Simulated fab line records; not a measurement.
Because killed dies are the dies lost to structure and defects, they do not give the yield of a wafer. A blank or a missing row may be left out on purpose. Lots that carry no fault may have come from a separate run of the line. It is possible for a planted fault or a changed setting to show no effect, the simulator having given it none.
Split-lot trial -- flow n5_finfet -- 21 wafers read from 7 lots, route of 1938 steps

THE SPLIT ITSELF
At N5_BEOL_M0_SAQP_DESCUM_45 (chemistry O2, time 7 s), the setting time_s was moved away from the recipe's 7 s on 5 of the 21 wafers read, by -20.0% to +10.1%. For the rest of the wafers, this setting stayed at what the recipe calls for.

Reading taken at the split's own step.

THE READING
CAR-EUV_of_BEOL_M0_SAQP_COAT_34.thk_nm (the simulator's own value, which no gauge read), in nm, at N5_BEOL_M0_SAQP_DESCUM_45 (chemistry O2, time 7 s). The file does not state a usual value for it. Across the 16 wafers here that went through the recipe, the average is 26.0 nm and the standard deviation 0.11 nm.

wafer,"tool, chamber at the split","time_s as run, s",against the recipe,"CAR-EUV_of_BEOL_M0_SAQP_COAT_34.thk_nm, nm",against lot-mates on the recipe
L074.3,"rie_diel-06, 0",7,recipe,26,-
L074.4,"rie_diel-06, 3",7,recipe,26.2,-
L074.6,"rie_diel-06, 0",5.6,-20.0%,26.8,+0.7
L077.2,"rie_diel-05, 0",7,recipe,26.2,-
L077.3,"rie_diel-05, 1",6.306,-9.9%,26.4,+0.3
L077.4,"rie_diel-05, 2",7,recipe,26,-
L076.2,"rie_diel-06, 1,3",7,recipe,26,-
L076.3,"rie_diel-06, 1,3",7,recipe,26,-
L076.6,"rie_diel-06, 0",7,recipe,26,-
L078.1,"rie_diel-06, 2",7,recipe,26.2,-
L078.2,"rie_diel-06, 0",7.437,+6.2%,25.8,-0.4
L078.5,"rie_diel-06, 0",7.437,+6.2%,26,-0.2
L079.1,"rie_diel-05, 3",7,recipe,26,-
L079.3,"rie_diel-05, 0",7,recipe,26,-
L079.5,"rie_diel-05, 0",7,recipe,26,-
L096.1,"rie_diel-06, 0",7.704,+10.1%,25.6,-0.2
L096.3,"rie_diel-06, 1",7,recipe,25.8,-
L096.6,"rie_diel-06, 0",7,recipe,25.8,-
L097.1,"rie_diel-02, 2,3,2",7,recipe,26,-
L097.2,"rie_diel-02, 2,3,2",7,recipe,26,-
L097.6,"rie_diel-02, 2,3,2",7,recipe,26,-
Rows listing several chambers each stand for several wafers; the file does not say which wafer went through which chamber.

FIT RESULTS
A straight line over all 21 wafers: CAR-EUV_of_BEOL_M0_SAQP_COAT_34.thk_nm changes by -0.037 nm for each +1% of time_s; r = -0.89; the points scatter about the line by 0.11 nm.
The same after taking each lot's own level away (the mean of its wafers on the recipe; 21 wafers): -0.0336 nm for each +1%; r = -0.94; scatter 0.071 nm.
The reading moves by 0.67 nm for the largest change in time_s, on that fit.
Across the lots, their own levels run from 25.80 to 26.20 nm, a range of 3.6 times the standard deviation given above.
In other words, the slope is changed by the lot-to-lot level; the two fits disagree.
Check: for one of the wafers moved furthest among these (-20.0%), held out of the fit, the line's prediction against its lot-mates is +0.619 nm. It came out at +0.7 nm against them.

OTHER SPLITS ON THESE WAFERS
Before the reading, these wafers also passed through other splits. Each is held against what the fit with the lots' levels taken away leaves over:
other split on the same wafers,wafers away from the commonest value,r with CAR-EUV_of_BEOL_M0_SAQP_COAT_34.thk_nm (lot level and that fit taken away)
N5_MOL_CONTACT_COAG_EXPOSE_05 dose_mj,6,-0.02
N5_BEOL_M0_SAQP_EXPOSE_37 dose_mj,5,-0.43

FILE'S OWN FIT
CAR-EUV_of_BEOL_M0_SAQP_COAT_34.thk_nm changes by -0.0327 nm for each +1% of time_s, r = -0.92.
